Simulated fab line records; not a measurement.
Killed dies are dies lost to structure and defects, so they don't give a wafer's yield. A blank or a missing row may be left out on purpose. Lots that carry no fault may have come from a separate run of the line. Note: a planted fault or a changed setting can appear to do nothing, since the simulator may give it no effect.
Which tool did it?    flow nand-harc    6 lots, 18 wafers sampled, at 4 steps of a route of 1159

WHAT THE GAUGES READ, wafer by wafer
NHARC_END_SORT_01.
lot   measured      on         killed-at-array
L697  day 23 06:07  prober-02  90 96 101
L699  day 22 22:19  prober-02  28 25

WHICH TOOL RAN EACH LOT (tool, then ch and the chambers of the sampled wafers, then the start)
lot   NHARC_A_WL_FILL_CVD_20         NHARC_A_BONDPAD_DESCUM_11           NHARC_A_BONDPAD_ETCH_34
L688  cvd-w-01 ch 0,1, day 16 06:18  rie-diel-01 ch 0,3, day 18 03:04    rie-diel-01 ch 0,1, day 18 03:09
L691  cvd-w-02 ch 0,1, day 16 13:25  rie-diel-01 ch 2,3, day 18 14:35    rie-diel-01 ch 1,2, day 18 14:40
L697  cvd-w-02 ch 0,1, day 18 16:55  rie-diel-01 ch 1,2,3, day 20 20:29  rie-diel-01 ch 0,3, day 20 20:35
L699  cvd-w-01 ch 0,1, day 19 00:57  rie-diel-06 ch 1,2,3, day 20 22:28  rie-diel-06 ch 0,1,3, day 20 22:34
L700  cvd-w-01 ch 0,1, day 19 20:25  rie-diel-01 ch 0,2, day 21 21:26    rie-diel-01 ch 0,2, day 21 21:30
L707  cvd-w-01 ch 0,1, day 21 08:54  rie-diel-06 ch 1,2, day 23 02:32    rie-diel-06 ch 0,1,2, day 23 02:38
- NHARC_A_WL_FILL_CVD_20: deposits W, target thk 75 nm, time 5064 s.
- NHARC_A_BONDPAD_DESCUM_11: chemistry O2, time 3 s.
- NHARC_A_BONDPAD_ETCH_34: etches the open film in N2/H2, target depth 60 nm, overetch 18 nm, time 65.91 s.

THE ANSWER, worked out from the rows above alone
Rule: the usual values come from the lots themselves. Put in order of their means at a reading, lots are off if they are a third of the lots or fewer, leave a main group of 4 or more, and stand apart from it by a gap of 3 or more times the standard deviation of the main group's means; of several such gaps the widest counts. A main group is skipped when, at the precision printed for the reading in the tables above, its means are all equal. Also off: a lot with no number at a reading for which 4 or more lots have one. All remaining lots with rows at the step are treated as sound.
No lot is off at any reading shown: from this, nothing can be told.

WHAT HAD BEEN PUT IN BY THE SIMULATOR
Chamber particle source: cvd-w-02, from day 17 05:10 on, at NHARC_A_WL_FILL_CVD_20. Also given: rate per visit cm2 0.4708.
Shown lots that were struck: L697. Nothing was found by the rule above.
